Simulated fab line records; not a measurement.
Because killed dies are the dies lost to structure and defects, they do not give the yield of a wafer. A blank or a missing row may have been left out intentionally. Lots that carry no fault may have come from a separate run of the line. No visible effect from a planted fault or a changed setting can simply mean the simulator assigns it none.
2 desks looking at one fault / flow nand-harc / only its own numbers are on each desk; what lay behind them is given at the end

AT THE METROLOGY DESK
Lot by lot, what the gauges showed, no matter which tool ran the lot: averages of those sampled wafers that carry a number. Any lot whose mean is over 4 standard deviations away from the usual mean is out of limits and marked OUT; that distance is given in the brackets.
Columns: A = thk-nm at NHARC_A_DECK1_JOINT_THK_MEAS_17, usual 44.8 nm; B = thk-nm at NHARC_A_ONON_D2_THK_MEAS_11, usual 998 nm; C = thk-nm at NHARC_A_ONON_D2_THK_MEAS_18, usual 1001 nm
lot=L327; first seen here=day 12 10:29; A=44.3; B=1012; C=993
lot=L329; first seen here=day 13 18:38; A=46.5; B=985; C=997
lot=L332; first seen here=day 15 02:59; A=46.2; B=1001; C=990
lot=L337; first seen here=day 16 21:01; A=41.2; B=991; C=998
lot=L339; first seen here=day 17 15:32; A=44.1; B=1001; C=1006
lot=L340; first seen here=day 18 09:50; A=44.4; B=1000; C=1010
lot=L344; first seen here=day 20 01:23; A=44.2; B=997; C=1019
lot=L345; first seen here=day 20 12:50; A=45.1; B=1002; C=993
lot=L348; first seen here=day 21 01:19; A=44.7; B=990; C=1010
lot=L346; first seen here=day 21 01:19; A=43.7; B=993; C=1011
lot=L347; first seen here=day 21 01:25; A=43.2; B=1018; C=1007
lot=L349; first seen here=day 21 21:47; A=45.5; B=997; C=997
This desk found nothing out of limits on any of the 12 lots.

THE TOOL OWNER'S DESK: pecvd-02
The tool's own readings at NHARC_A_DECK1_JOINT_DEP_16 (deposits SiO2, target thk 45 nm): means of the sampled wafers that have a number, for each lot that ran on this tool. Any lot whose mean is over 4 standard deviations away from the usual mean is out of limits and marked OUT; that distance is given in the brackets.
Columns: A = heater-power-w at NHARC_A_DECK1_JOINT_DEP_16, usual 571 W; B = mfc-precursor-sccm at NHARC_A_DECK1_JOINT_DEP_16, usual 161.4 sccm; C = showerhead-vpp-V at NHARC_A_DECK1_JOINT_DEP_16, usual 1875 V; D = throttle-valve-pct at NHARC_A_DECK1_JOINT_DEP_16, usual 15.6 %
lot=L327; first seen here=day 12 10:12; A=559; B=161.2; C=1826; D=15.4
lot=L329; first seen here=day 13 18:21; A=501; B=160.9; C=1861; D=15.3
lot=L332; first seen here=day 15 02:43; A=491; B=161.1; C=1819; D=15.7
lot=L337; first seen here=day 16 20:46; A=557; B=146.8 (-27) OUT; C=1849; D=15.4
lot=L344; first seen here=day 20 01:07; A=572; B=161.5; C=1839; D=15.5
lot=L345; first seen here=day 20 12:35; A=558; B=161.1; C=1806; D=15.4
lot=L346; first seen here=day 21 01:02; A=547; B=161.8; C=1823; D=15.4
lot=L349; first seen here=day 21 21:31; A=562; B=161.0; C=1834; D=15.4
This desk's finding: out of limits on L337; first on L337, day 16 20:46 (mfc-precursor-sccm at NHARC_A_DECK1_JOINT_DEP_16). In limits: L327, L329, L332, L344, L345, L346, L349.

TAKEN TOGETHER
The tool owner's desk could have raised an alarm at day 16 20:46, on L337.
From the metrology desk's view, nothing was out of limits.
The metrology desk has L337 on record, within its limits.
On pecvd-02, each named lot ran NHARC_A_DECK1_JOINT_DEP_16.

WHAT THE SIMULATOR PUT IN
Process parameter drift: pecvd-02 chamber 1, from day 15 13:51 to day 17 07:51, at NHARC_A_DECK1_JOINT_DEP_16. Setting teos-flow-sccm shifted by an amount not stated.
Lots struck among those shown: L337.
Hours from the fault's start to each desk's first reading out of limits: the tool owner's desk, 31.
